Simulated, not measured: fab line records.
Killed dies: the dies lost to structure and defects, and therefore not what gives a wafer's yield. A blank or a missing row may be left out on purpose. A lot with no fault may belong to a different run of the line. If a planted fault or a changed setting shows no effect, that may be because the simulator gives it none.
A struck lot beside a sound one | flow n5 finfet | 17 steps out of a route of 1938
Sound: these wafers, L254.1, L254.4, L254.6. Struck: wafer L251.5 (left out: L251.6, a lot-mate that was not struck); the cause follows at the end.
Per side, at each step with rows, come the tool, then ch with its chambers, and then its first start. Under that, the readings that differ: sound wafers | struck wafers | difference of the means | sigmas: that difference in standard deviations of wafers without a fault.
alike: readings whose means differ by less than 2 such deviations, and words and numbers that are the same on both sides. not compared: withheld readings, readings that some wafer has no value for, bounds like >300 that may hide the same value, and numbers for which the record gives no deviation and whose values overlap.
Wherever a step has rows on one side only, a row that says differs or no value, or a row with sigmas, the two part there. Non-overlapping numbers with no deviation appear without sigmas and do not part them. A reading that every wafer of one side lacks parts them only if that side has two wafers or more.

first, 4 steps without rows for these wafers: N5_HKMG_FIN_SOFTBAKE_07 (time 60 s); N5_HKMG_FIN_EXPOSE_09 (exposes mask NWFM); N5_HKMG_FIN_PEB_10 (peb time 60 s); N5_HKMG_FIN_DEVELOP_11 (develop time 30 s).
N5_HKMG_FIN_CD_MEAS_12: the cd target is 92.8 nm.
  sound on cd sem-03 ch 0, day 7 23:00; struck on cd sem-02 ch 0, day 7 05:03
  reading    | sound          | struck | difference | sigmas
  cd nm (nm) | 92.5 92.9 92.4 | 93.8   | +1.2       | +2
N5_HKMG_FIN_OVL_MEAS_13:
  sound on overlay-02 ch 0, day 7 23:02; struck on overlay-01 ch 0, day 7 05:05
  alike: NWFM_OVL
N5_HKMG_FIN_INSPECT_14: inspects for defects (macro).
  sound on defect inspect-01 at day 7 23:03; struck on defect inspect-02 at day 7 05:06
  alike: raw defect count
N5_HKMG_FIN_DESCUM_17: chemistry O2, time 7.9 s.
  sound on rie diel-04 ch 1,2, day 7 23:05; struck on rie diel-03 ch 3, day 7 05:09
  alike: bias power w, drypump motor current A, oes product au, rf vpp V, showerhead plenum p Torr, throttle valve pct
  not compared: rf hours counter h
N5_HKMG_FIN_ETCH_31: etches SiARC in CF4, target depth 45.5 nm, time 75.8 s.
  sound on rie diel-04 ch 1,2, day 7 23:07; struck on rie diel-03 ch 3, day 7 05:12
  alike: bias w, drypump motor current A, etch rf on time s, oes product au, rf vpp V, showerhead plenum p Torr, throttle valve pct
  not compared: rf hours counter h
N5_HKMG_FIN_ETCH_32: etches SOC in N2/H2, target depth 240 nm, time 300 s.
  sound on rie diel-04 ch 1,2, day 7 23:11; struck on rie diel-03 ch 3, day 7 05:19
  alike: bias w, drypump motor current A, oes product au, rf vpp V, run length s, showerhead plenum p Torr, throttle valve pct
  not compared: rf hours counter h
then, 1 step without rows for these wafers: N5_HKMG_FIN_STRIP_33 (strips in N2/H2).
N5_HKMG_FIN_STRIP_34: strips in CF4.
  sound on rie diel-04 ch 1,2, day 7 23:22; struck on rie diel-03 ch 3, day 7 05:25
  alike: bias power w, drypump motor current A, oes product au, power w, rf vpp V, showerhead plenum p Torr, throttle valve pct
  not compared: rf hours counter h
N5_HKMG_FIN_ETCH_35: etches SOC in N2/H2, target depth 215.8 nm, time 243.4 s.
  sound on rie diel-04 ch 1,2, day 7 23:23; struck on rie diel-03 ch 3, day 7 05:31
  reading                                   | sound             | struck | difference | sigmas
  run length s (s)                          | 266.3 266.4 266.9 | 231.7  | -34.8      | -92
  model.etch.depth nm (nm)                  | 213.4 215.2 208.6 | 186.3  | -26.1      |
  model.SOC_of_HKMG_FIN_COAT_29.thk nm (nm) | 87 84.8 91.6      | 115.8  | +28.0      |
  model.HKMG_FIN.feature depth nm (nm)      | 213.4 215.2 208.6 | 186.2  | -26.2      |
  alike: drypump motor current A, oes product au, rf vpp V, showerhead plenum p Torr, throttle valve pct
  not compared: bias w, rf hours counter h
N5_HKMG_FIN_STRIP_92: strips SOC in N2/H2, time 20 s.
  sound on rie diel-04 ch 1,2, day 7 23:32; struck on rie diel-03 ch 3, day 7 05:37
  reading                                   | sound          | struck | difference | sigmas
  model.SOC_of_HKMG_FIN_COAT_29.thk nm (nm) | 76.8 74.4 81.8 | 105.4  | +27.7      |
  alike: bias power w, drypump motor current A, oes product au, power w, rf vpp V, showerhead plenum p Torr, throttle valve pct
  not compared: rf hours counter h
then, 1 step without rows for these wafers: N5_HKMG_FIN_WET_ETCH_18 (etches TiN in SC1, time 55 s, target depth 5.2 nm, rinse time 30 s).
-- here the record skips 5 days between the struck wafers' starts before and after, leaving off in module HKMG_FIN and picking up in module BEOL_M4 (first step shown: number 1111 of the route) --
N5_BEOL_M4_RC_MEAS_101:
  sound on prober-02 ch 0, day 13 11:27; struck on prober-02 ch 0, day 12 07:46
  reading       | sound          | struck | difference | sigmas
  DIBL_N (mV/V) | 37.9 34.5 35.7 | 40.8   | +4.8       | +2
  SS_N (mV/dec) | 71.3 71.1 70.9 | 72.7   | +1.6       | +2
  alike: DIBL_P, IOFF_N, IOFF_P, ION_N, ION_P, SS_P, VT_N, VT_P
-- the record jumps here: 5 days lie between the struck wafers' starts before and after (it left off in module BEOL_M4 and takes up again in module PASSIVATION, whose first step shown is number 1936 of the route) --
N5_PASSIVATION_PROBE_49:
  sound on prober-01 at day 18 01:52; struck on prober-01 at day 16 21:47
  alike: defect limited yield, killed_at_M0_to_M3, killed_at_M4_up, killed at contacts, killed at front end, killed at other, killed dies, killed open, killed short, sort_bin_5_function, sort_bin_6_memory, sort_bin_8_speed, sort n pass, sort yield pct

== WHERE THEY PART ==
Earliest at N5_HKMG_FIN_CD_MEAS_12; latest, in this record, at N5_BEOL_M4_RC_MEAS_101. Later steps at which nothing parts them and some readings are alike: N5_PASSIVATION_PROBE_49.

WHY: what had been put in by the simulator
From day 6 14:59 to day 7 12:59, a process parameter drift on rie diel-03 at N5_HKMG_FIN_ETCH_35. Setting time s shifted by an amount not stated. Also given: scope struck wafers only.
